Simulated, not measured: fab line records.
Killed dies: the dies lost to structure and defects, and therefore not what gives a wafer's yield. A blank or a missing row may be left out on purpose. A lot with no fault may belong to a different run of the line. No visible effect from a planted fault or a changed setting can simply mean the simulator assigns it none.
fab line records	flow nandHarc	part 1 of 2: steps 1 to 4 of 6
record: lots: 23	wafers: 69	lastDay: 33
route steps=1302 shown P_GATE@150 P_CONTACT@219 P_M0@279 P_M1@303
lots with no fault: from the same line, run without faults
startH: start of the lot's first displayed wafer, in hours after the record's first day	waitH: hours elapsed since this lot's preceding step	" unchanged from the row above	L1.1+2: one row covering several wafers at once	- no value, or no start given	* or withheld: withheld	< > ~ a bound
route shown NAME@n: names a module that has steps shown in the file, with the first one's number in the route	usual: the fault-free wafers' mean and standard deviation	same: alike in all rows	chamber/n: place in a boat	sites: per-site readings	_std_site: standard deviation of those values	_edge_site: mean of outer sites minus mean of inner sites	radiusMm: for every site, how far away it sits from the centre of the wafer	mask NAME#n: copy n	behind: the tool/chamber that last shaped the wafer	hold: reason for holding the lot/hours on hold/outcome of the hold	device: which transistor (n, p or np) failed to switch	end of line: tests of these same wafers at the route's end	for a step that has no rows: nothing shown but its recipe	killed: the dies lost at the first sort to structure and to defects; this is not the yield of the wafer	map: dies across one wafer; x = killed, . = not, _ = none there
set.NAME: the setting as run; set.NAME@STEP: as run at that earlier step	model.NAME: the simulator's own value behind a step, which no gauge read
steps of the route over a sample of lots; a table a step, a row a wafer
services: the hour from which a tool's chamber was out of use, counted from the record's first day as startH (under 0 if before that day), plus the number of hours and why
== steps ==
step: NHARC_P_GATE_STRIP_108
recipe: o2FlowSccm: 500	arFlowSccm: 0	biasW: 0	chemistry: O2
usual: drypumpMotorCurrentA: 5.7/0.66	oesProductAu: 1.003/0.01	rfVppV: 57.9/0.84	showerheadPlenumPTorr: 3.57/0.13	throttleValvePct: 17.037/0.0095
lot.wafer	tool	chamber	startH	waitH	drypumpMotorCurrentA	oesProductAu	rfHoursCounterH	rfVppV	showerheadPlenumPTorr	throttleValvePct
L074.1	rieDiel-07	2	97.08	-	6.0	1.007	8	57.5	3.77	17.022
L074.6	"	0	"	"	6.7	1.000	-	57.5	3.51	17.028
L074.5	"	1	"	"	5.1	1.012	-	56.6	3.48	17.019
L075.4	rieDiel-07	3	110.26	-	6.5	1.003	9	57.1	3.48	17.036
L075.2	"	2	"	"	6.0	0.998	8	57.9	3.77	17.037
L075.5	"	0	"	"	6.7	0.989	-	57.2	3.51	17.042
L076.2	rieDiel-12	0	110.43	-	5.0	1.011	1	57.7	3.78	17.043
L076.4	"	1	"	"	5.6	1.010	1	57.6	3.65	17.034
L076.1	"	2	"	"	5.7	0.999	1	58.9	3.76	17.037
L077.3	rieDiel-07	0	128.48	-	6.7	0.990	0	58.4	3.51	17.031
L077.4	"	3	"	"	6.5	0.996	0	57.0	3.48	17.028
L077.5	"	0	"	"	6.7	0.985	-	57.4	3.51	17.020
L078.4	rieDiel-07	2	135.62	-	6.0	1.009	0	57.9	3.77	17.029
L078.1	"	3	"	"	6.5	1.006	0	58.5	3.48	17.030
L078.3	"	1	"	"	5.1	1.007	0	57.9	3.48	17.045
L079.2	rieDiel-07	3	148.72	-	6.5	1.000	1	59.5	3.48	17.042
L079.1	"	0	"	"	6.7	0.998	1	57.6	3.51	17.056
L079.3	"	1	"	"	5.1	1.010	1	56.2	3.48	17.050
L080.2	rieDiel-12	2	161.77	-	5.8	1.000	3	59.7	3.76	17.032
L080.3	"	3	"	"	4.6	1.013	3	58.4	3.41	17.035
L080.5	"	3	"	"	4.6	1.009	-	58.3	3.41	17.040
L081.3	rieDiel-07	2	173.70	-	6.0	1.001	3	58.8	3.76	17.053
L081.6	"	0	"	"	6.7	1.004	-	57.2	3.51	17.033
L081.5	"	1	"	"	5.1	1.006	-	57.1	3.48	17.038
L082.2	rieDiel-12	3	186.83	-	4.7	1.026	4	57.7	3.41	17.033
L082.4	"	0	"	"	5.0	1.006	5	58.5	3.77	17.037
L082.5	"	3	"	"	4.6	1.023	-	56.3	3.41	17.048
L083.2	rieDiel-12	2	194.32	-	5.8	1.007	5	57.9	3.76	17.033
L083.3	"	3	"	"	4.7	1.015	5	57.7	3.41	17.030
L083.6	"	1	"	"	5.6	1.015	-	58.3	3.65	17.017
L086.2	rieDiel-05	3	216.91	-	5.8	1.015	10	56.7	3.56	17.027
L086.5	"	1	"	"	5.6	0.988	-	58.7	3.36	17.028
L086.6	"	2	"	"	5.2	0.993	-	59.6	3.57	17.061
L085.3	rieDiel-12	1	217.05	-	5.6	1.001	8	58.7	3.65	17.026
L085.4	"	2	"	"	5.7	1.004	7	58.5	3.76	17.018
L085.5	"	0	"	"	5.0	1.011	-	58.7	3.77	17.051
L087.3	rieDiel-05	2	228.22	-	5.2	0.992	13	59.3	3.57	17.032
L087.5	"	3	"	"	5.9	1.017	-	57.3	3.56	17.033
L087.6	"	0	"	"	5.4	0.995	-	56.5	3.56	17.036
L088.3	rieDiel-12	1	244.29	-	5.6	1.000	9	56.9	3.64	17.020
L088.1	"	2	"	"	5.8	0.996	8	58.0	3.76	17.036
L088.6	"	0	"	"	5.0	0.998	-	57.8	3.77	17.020
L089.4	rieDiel-12	1	255.18	-	5.7	1.009	9	59.3	3.64	17.044
L089.1	"	2	"	"	5.7	1.004	8	59.4	3.76	17.039
L089.5	"	1	"	"	5.7	1.007	-	57.8	3.64	17.049
L090.3	rieDiel-07	0	258.34	-	6.7	0.993	6	57.0	3.51	17.031
L090.2	"	1	"	"	5.1	0.995	7	59.3	3.48	17.031
L090.6	"	1	"	"	5.1	0.995	-	58.7	3.48	17.047
L091.4	rieDiel-07	1	271.03	-	5.1	0.986	8	56.8	3.48	17.048
L091.3	"	2	"	"	6.0	1.000	9	58.3	3.76	17.044
L091.5	"	0	"	"	6.7	0.985	-	57.5	3.51	17.020
L092.1	rieDiel-07	1	280.76	-	5.1	0.999	8	57.3	3.48	17.037
L092.2	"	3	"	"	6.5	1.012	8	58.4	3.47	17.039
L092.5	"	1	"	"	5.1	0.990	-	56.2	3.48	17.037
L093.1	rieDiel-07	0	281.21	-	6.7	0.979	7	56.8	3.51	17.049
L093.6	"	3	"	"	6.5	0.995	-	57.4	3.47	17.033
L093.5	"	0	"	"	6.7	0.977	-	56.7	3.51	17.037
L094.1	rieDiel-12	1	295.05	-	5.7	1.002	1	58.4	3.64	17.034
L094.2	"	3	"	"	4.6	1.008	1	57.6	3.41	17.037
L094.5	"	0	"	"	5.0	1.008	-	58.0	3.77	17.045
L095.2	rieDiel-07	3	305.39	-	6.5	1.019	0	59.1	3.47	17.024
L095.4	"	0	"	"	6.6	1.012	0	57.5	3.51	17.024
L095.5	"	0	"	"	6.7	1.019	-	57.6	3.51	17.052
L096.2	rieDiel-05	1	314.28	-	5.6	1.003	5	58.7	3.36	17.039
L096.3	"	2	"	"	5.2	0.996	7	58.9	3.56	17.033
L096.4	"	3	"	"	5.8	1.018	6	57.1	3.56	17.033
L097.3	rieDiel-05	3	328.98	-	5.8	1.005	6	57.3	3.56	17.028
L097.2	"	1	"	"	5.6	0.998	6	57.9	3.36	17.032
L097.6	"	3	"	"	5.8	1.004	-	58.5	3.56	17.029
step: NHARC_P_CONTACT_CMP_01
recipe: targetThkNm: 200	material: SiO2
usual: motorCurrentA: 12.0/1.1
lot.wafer	tool	chamber	startH	waitH	motorCurrentA
L074.1	cmp-01	3	116.24	-	11.0
L074.6	"	0	"	"	10.7
L074.5	"	1	"	"	11.1
L075.4	cmp-02	2	130.93	-	11.6
L075.2	"	0	"	"	11.9
L075.5	"	1	"	"	12.1
L076.2	cmp-02	1	131.77	-	11.4
L076.4	"	2	"	"	12.0
L076.1	"	3	"	"	11.8
L077.4	cmp-01	3	146.86	-	11.8
L077.3	"	0	"	"	11.2
L077.5	"	1	"	"	10.7
L078.4	cmp-04	1	153.94	-	13.1
L078.3	"	2	"	"	13.9
L078.1	"	0	"	"	11.8
L079.3	cmp-02	2	169.52	-	10.9
L079.1	"	0	"	"	11.2
L079.2	"	1	"	"	12.0
L080.3	cmp-02	3	180.20	-	11.6
L080.2	"	0	"	"	11.2
L080.5	"	2	"	"	12.4
L081.3	cmp-02	0	192.17	-	11.7
L081.5	"	2	"	"	11.7
L081.6	"	3	"	"	12.6
L082.4	cmp-02	2	205.05	-	11.7
L082.2	"	0	"	"	11.2
L082.5	"	1	"	"	11.7
L083.3	cmp-02	2	212.51	-	11.8
L083.2	"	1	"	"	11.5
L083.6	"	3	"	"	11.6
L086.2	cmp-01	2	235.09	-	12.9
L086.6	"	2	"	"	11.9
L086.5	"	3	"	"	11.0
L085.4	cmp-04	3	235.44	-	12.8
L085.3	"	0	"	"	11.1
L085.5	"	1	"	"	12.7
L087.3	cmp-01	3	246.67	-	11.3
L087.5	"	0	"	"	11.4
L087.6	"	1	"	"	10.6
L088.3	cmp-01	3	262.51	-	11.1
L088.1	"	1	"	"	10.5
L088.6	"	3	"	"	11.2
L089.4	cmp-04	2	273.65	-	14.1
L089.1	"	1	"	"	12.5
L089.5	"	2	"	"	14.0
L090.2	cmp-01	0	276.75	-	10.4
L090.3	"	1	"	"	10.8
L090.6	"	0	"	"	11.1
L091.3	cmp-04	3	289.18	-	12.6
L091.4	"	0	"	"	11.5
L091.5	"	1	"	"	12.7
L092.2	cmp-01	3	299.16	-	11.3
L092.1	"	1	"	"	10.8
L092.5	"	0	"	"	11.2
L093.1	cmp-04	2	299.59	-	15.2
L093.6	"	2	"	"	14.2
L093.5	"	3	"	"	13.4
L094.1	cmp-04	3	313.56	-	13.0
L094.2	"	0	"	"	11.5
L094.5	"	3	"	"	12.5
L095.4	cmp-04	1	324.15	-	13.1
L095.2	"	2	"	"	14.4
L095.5	"	0	"	"	11.6
L096.4	cmp-01	0	332.86	0.4	11.1
L096.3	"	1	"	"	11.0
L096.2	"	2	"	"	13.0
L097.3	cmp-04	0	347.43	-	11.6
L097.2	"	2	"	"	14.8
L097.6	"	0	"	"	12.2
step: NHARC_P_CONTACT_DESCUM_17
recipe: timeS: 3	o2FlowSccm: 200	arFlowSccm: 0	biasPowerW: 0	chemistry: O2
usual: drypumpMotorCurrentA: 5.8/0.42	oesProductAu: 1.000/0.0099	rfVppV: 57.6/0.81	showerheadPlenumPTorr: 1.89/0.071	throttleValvePct: 11.311/0.0096
lot.wafer	tool	chamber	startH	waitH	drypumpMotorCurrentA	oesProductAu	rfHoursCounterH	rfVppV	showerheadPlenumPTorr	throttleValvePct
L074.1	rieDiel-09	1	117.19	0.1	6.0	0.996	3.0	56.8	1.90	11.319
L074.5	"	0	"	"	5.9	0.997	-	58.6	1.95	11.305
L074.6	"	1	"	"	6.0	0.994	-	56.2	1.90	11.318
L075.2	rieDiel-02	1	132.35	0.1	5.8	1.018	3.2	57.7	1.95	11.317
L075.5	"	1	"	"	5.9	1.005	-	57.3	1.95	11.315
L075.4	"	2	"	"	5.4	0.977	-	57.0	1.82	11.318
L076.4	rieDiel-09	3	132.76	0.1	6.0	1.006	3.5	57.3	1.89	11.321
L076.1	"	0	"	"	5.9	1.005	4.1	57.7	1.95	11.320
L076.2	"	1	"	"	5.9	1.002	3.7	57.0	1.90	11.298
L077.4	rieDiel-02	0	147.84	0.1	5.3	1.002	4.6	55.5	1.79	11.308
L077.3	"	1	"	"	5.9	0.995	4.4	57.9	1.95	11.324
L077.5	"	0	"	"	5.3	1.000	-	57.1	1.79	11.303
L078.1	rieDiel-02	0	154.96	0.1	5.3	0.994	5.1	57.9	1.79	11.294
L078.4	"	2	"	"	5.4	0.984	5.5	57.4	1.82	11.329
L078.3	"	3	"	"	4.8	0.976	5.0	57.6	1.87	11.315
L079.2	rieDiel-03	1	170.54	0.1	5.6	1.010	0.9	57.5	1.81	11.300
L079.3	"	2	"	"	6.1	1.000	1.4	58.1	1.99	11.310
L079.1	"	0	"	"	5.6	0.995	1.4	56.1	1.84	11.319
L080.2	rieDiel-09	1	181.19	0.1	6.0	1.006	0.4	57.7	1.90	11.301
L080.3	"	0	"	"	5.9	0.997	0.5	57.3	1.95	11.307
L080.5	"	1	"	"	6.0	1.017	-	57.4	1.90	11.311
L081.3	rieDiel-03	0	193.13	0.1	5.5	0.994	2.0	58.1	1.84	11.303
L081.6	"	0	"	"	5.5	1.002	-	59.0	1.84	11.310
L081.5	"	3	"	"	6.1	0.996	-	58.1	2.02	11.310
L082.2	rieDiel-03	1	206.05	0.1	5.6	1.005	2.4	57.0	1.81	11.308
L082.4	"	2	"	"	6.1	0.999	1.8	59.4	1.99	11.308
L082.5	"	1	"	"	5.7	0.998	-	57.8	1.81	11.320
L083.2	rieDiel-09	2	213.42	0.1	6.6	1.016	1.2	57.4	1.87	11.317
L083.3	"	1	"	"	6.0	0.983	1.0	58.1	1.90	11.312
L083.6	"	2	"	"	6.6	1.022	-	59.4	1.87	11.312
L086.2	rieDiel-03	1	236.00	0.1	5.7	1.017	3.3	57.3	1.81	11.337
L086.6	"	2	"	"	6.1	1.014	-	58.8	1.99	11.303
L086.5	"	3	"	"	6.1	1.011	-	57.8	2.02	11.317
L085.3	rieDiel-02	1	236.40	0.1	5.9	1.004	0.8	58.6	1.95	11.307
L085.4	"	2	"	"	5.4	0.983	0.7	58.7	1.82	11.310
L085.5	"	1	"	"	5.9	0.998	-	57.5	1.95	11.299
L087.3	rieDiel-09	2	247.64	0.1	6.6	1.008	2.3	58.1	1.87	11.311
L087.5	"	0	"	"	5.9	0.994	-	56.6	1.95	11.316
L087.6	"	1	"	"	5.9	1.000	-	59.0	1.90	11.307
L088.1	rieDiel-02	3	263.50	0.1	4.8	1.005	1.5	57.3	1.87	11.317
L088.3	"	0	"	"	5.3	1.002	1.6	57.2	1.79	11.305
L088.6	"	3	"	"	4.8	0.997	-	56.6	1.87	11.319
L089.4	rieDiel-03	0	274.57	0.1	5.5	1.005	3.8	57.3	1.84	11.319
L089.1	"	1	"	"	5.7	1.004	4.4	56.7	1.81	11.333
L089.5	"	3	"	"	6.1	0.994	-	57.4	2.02	11.314
L090.2	rieDiel-03	1	277.65	0.1	5.7	1.006	4.7	57.6	1.81	11.320
L090.3	"	0	"	"	5.6	1.008	4.2	58.0	1.84	11.292
L090.6	"	2	"	"	6.1	1.007	-	59.5	1.99	11.323
L091.3	rieDiel-09	1	290.16	0.1	5.9	0.999	3.1	56.8	1.90	11.305
L091.4	"	3	"	"	6.1	0.991	3.0	58.2	1.89	11.308
L091.5	"	1	"	"	5.9	1.002	-	58.4	1.90	11.312
L092.1	rieDiel-09	1	300.06	0.1	5.9	1.007	3.5	56.7	1.90	11.309
L092.2	"	2	"	"	6.6	1.020	3.4	58.0	1.87	11.316
L092.5	"	0	"	"	5.9	1.001	-	58.5	1.95	11.309
L093.1	rieDiel-03	1	300.64	0.1	5.7	1.007	0.3	57.4	1.81	11.308
L093.5	"	2	"	"	6.1	0.979	-	58.8	1.99	11.320
L093.6	"	3	"	"	6.0	1.001	-	57.9	2.02	11.315
L094.2	rieDiel-02	0	314.45	0.1	5.3	0.994	5.0	58.4	1.79	11.316
L094.1	"	1	"	"	5.8	0.994	5.4	57.5	1.95	11.300
L094.5	"	2	"	"	5.4	0.980	-	56.3	1.81	11.301
L095.4	rieDiel-02	1	325.02	0.1	5.9	1.001	6.1	58.3	1.95	11.316
L095.2	"	2	"	"	5.4	0.995	6.2	57.8	1.81	11.314
L095.5	"	0	"	"	5.3	1.007	-	57.7	1.79	11.310
L096.4	rieDiel-03	0	333.88	0.1	5.5	0.998	1.1	57.7	1.84	11.315
L096.2	"	2	"	"	6.1	0.990	1.2	56.6	1.99	11.307
L096.3	"	3	"	"	6.1	0.998	1.0	57.1	2.02	11.309
L097.2	rieDiel-03	2	348.44	0.1	6.1	0.997	1.6	57.6	1.99	11.305
L097.3	"	3	"	"	6.1	1.007	1.5	58.7	2.02	11.329
L097.6	"	1	"	"	5.7	1.015	-	56.5	1.81	11.306
step: NHARC_P_CONTACT_STRIP_28
recipe: o2FlowSccm: 500	arFlowSccm: 0	biasW: 0	chemistry: O2
usual: drypumpMotorCurrentA: 5.8/0.41	oesProductAu: 0.999/0.0095	rfVppV: 57.6/0.85	showerheadPlenumPTorr: 3.50/0.12	throttleValvePct: 17.036/0.009
lot.wafer	tool	chamber	startH	waitH	drypumpMotorCurrentA	oesProductAu	rfHoursCounterH	rfVppV	showerheadPlenumPTorr	throttleValvePct
L074.1	rieDiel-03	2	118.13	0.1	6.1	1.004	0.4	58.9	3.66	17.045
L074.6	"	2	"	"	6.1	1.001	-	57.7	3.66	17.036
L074.5	"	3	"	"	6.1	1.013	-	58.0	3.71	17.038
L075.2	rieDiel-03	3	133.45	0.1	6.1	0.990	0.6	58.5	3.71	17.039
L075.4	"	1	"	"	5.7	0.997	0.7	57.5	3.36	17.035
L075.5	"	3	"	"	6.1	0.993	-	57.3	3.71	17.037
L076.4	rieDiel-09	0	133.70	0.1	5.9	0.995	4.5	58.2	3.60	17.041
L076.1	"	1	"	"	5.9	1.006	4.1	58.6	3.51	17.035
L076.2	"	2	"	"	6.7	1.006	4.2	56.1	3.46	17.032
L077.3	rieDiel-03	0	148.78	0.1	5.6	0.996	0.8	58.5	3.41	17.042
L077.5	"	0	"	"	5.6	1.010	-	57.9	3.41	17.032
L077.4	"	2	"	"	6.1	1.010	-	57.0	3.66	17.031
L078.1	rieDiel-09	1	155.91	0.1	6.0	1.001	0.1	57.8	3.51	17.031
L078.3	"	3	"	"	6.1	0.978	0.1	58.1	3.48	17.016
L078.4	"	0	"	"	5.9	0.983	0.1	59.0	3.60	17.025
L079.2	rieDiel-09	3	171.48	0.1	6.1	0.992	0.4	56.5	3.48	17.034
L079.1	"	1	"	"	6.0	0.993	0.4	57.1	3.51	17.033
L079.3	"	2	"	"	6.6	1.021	0.4	57.5	3.46	17.025
L080.3	rieDiel-02	1	182.15	0.1	5.9	1.002	6.2	56.9	3.59	17.049
L080.2	"	3	"	"	4.8	0.987	6.2	58.1	3.45	17.031
L080.5	"	1	"	"	5.9	1.003	-	56.8	3.59	17.047
L081.3	rieDiel-02	0	194.27	0.1	5.3	1.004	6.7	57.6	3.31	17.038
L081.5	"	1	"	"	5.9	1.006	-	58.4	3.59	17.048
L081.6	"	2	"	"	5.4	0.985	-	58.5	3.36	17.033
L082.2	rieDiel-02	0	207.02	0.1	5.4	0.989	7.0	55.1	3.31	17.039
L082.4	"	1	"	"	5.8	1.007	7.3	58.4	3.59	17.027
L082.5	"	3	"	"	4.8	0.997	-	57.9	3.45	17.030
L083.2	rieDiel-02	3	214.37	0.1	4.8	0.997	7.4	57.1	3.45	17.042
L083.3	"	1	"	"	5.9	1.002	7.4	57.3	3.59	17.030
L083.6	"	0	"	"	5.4	0.987	-	55.6	3.31	17.027
L086.2	rieDiel-03	3	237.07	0.1	6.0	1.010	3.9	57.9	3.71	17.045
L086.6	"	2	"	"	6.1	0.998	-	58.1	3.66	17.037
L086.5	"	3	"	"	6.0	0.998	-	58.7	3.71	17.048
L085.4	rieDiel-03	3	237.38	0.1	6.1	0.998	3.9	57.8	3.71	17.019
L085.3	"	0	"	"	5.6	1.011	3.4	57.1	3.41	17.042
L085.5	"	1	"	"	5.7	1.008	-	57.3	3.36	17.041
L087.3	rieDiel-03	3	248.62	0.1	6.1	0.996	4.1	58.1	3.71	17.027
L087.6	"	0	"	"	5.6	0.994	-	58.4	3.41	17.033
L087.5	"	1	"	"	5.7	0.998	-	55.2	3.36	17.035
L088.1	rieDiel-09	2	264.46	0.1	6.6	1.008	2.7	58.0	3.46	17.021
L088.3	"	0	"	"	5.9	1.007	2.6	58.4	3.60	17.041
L088.6	"	1	"	"	6.0	1.002	-	56.7	3.51	17.032
L089.4	rieDiel-03	2	275.52	0.1	6.1	1.003	3.9	57.7	3.65	17.048
L089.1	"	3	"	"	6.1	0.996	4.9	58.1	3.71	17.041
L089.5	"	1	"	"	5.7	1.006	-	56.2	3.36	17.032
L090.3	rieDiel-09	3	278.61	0.1	6.0	0.989	2.8	57.4	3.48	17.043
L090.2	"	0	"	"	5.9	0.992	2.9	58.1	3.60	17.021
L090.6	"	0	"	"	5.9	0.985	-	58.9	3.60	17.020
L091.4	rieDiel-03	0	291.12	0.1	5.6	0.994	0.0	57.6	3.41	17.039
L091.3	"	2	"	"	6.1	0.995	0.0	57.3	3.65	17.056
L091.5	"	0	"	"	5.6	0.990	-	56.2	3.41	17.021
L092.1	rieDiel-09	2	301.01	0.1	6.6	1.018	3.7	57.1	3.46	17.023
L092.2	"	0	"	"	5.9	1.001	4.0	57.5	3.60	17.042
L092.5	"	2	"	"	6.6	1.021	-	58.1	3.46	17.041
L093.1	rieDiel-02	2	301.60	0.1	5.4	0.980	5.2	56.4	3.36	17.041
L093.5	"	0	"	"	5.3	1.008	-	57.0	3.31	17.037
L093.6	"	1	"	"	5.8	0.999	-	56.8	3.59	17.028
L094.2	rieDiel-03	1	315.39	0.1	5.6	1.007	1.0	56.8	3.36	17.048
L094.1	"	2	"	"	6.1	0.999	1.0	56.8	3.65	17.047
L094.5	"	1	"	"	5.7	1.014	-	56.7	3.36	17.037
L095.4	rieDiel-03	1	325.97	0.1	5.7	1.016	1.2	57.2	3.36	17.036
L095.2	"	3	"	"	6.1	0.998	0.9	58.3	3.70	17.023
L095.5	"	0	"	"	5.6	0.986	-	57.8	3.41	17.050
L096.3	rieDiel-02	3	334.82	0.1	4.8	0.994	6.3	57.4	3.44	17.040
L096.4	"	0	"	"	5.3	0.997	6.4	57.9	3.31	17.040
L096.2	"	1	"	"	5.8	0.989	6.8	57.3	3.59	17.042
L097.3	rieDiel-09	1	349.36	0.1	6.0	0.998	0.3	58.2	3.51	17.035
L097.2	"	3	"	"	6.0	1.005	0.4	57.6	3.48	17.049
L097.6	"	2	"	"	6.6	1.002	-	58.0	3.46	17.031
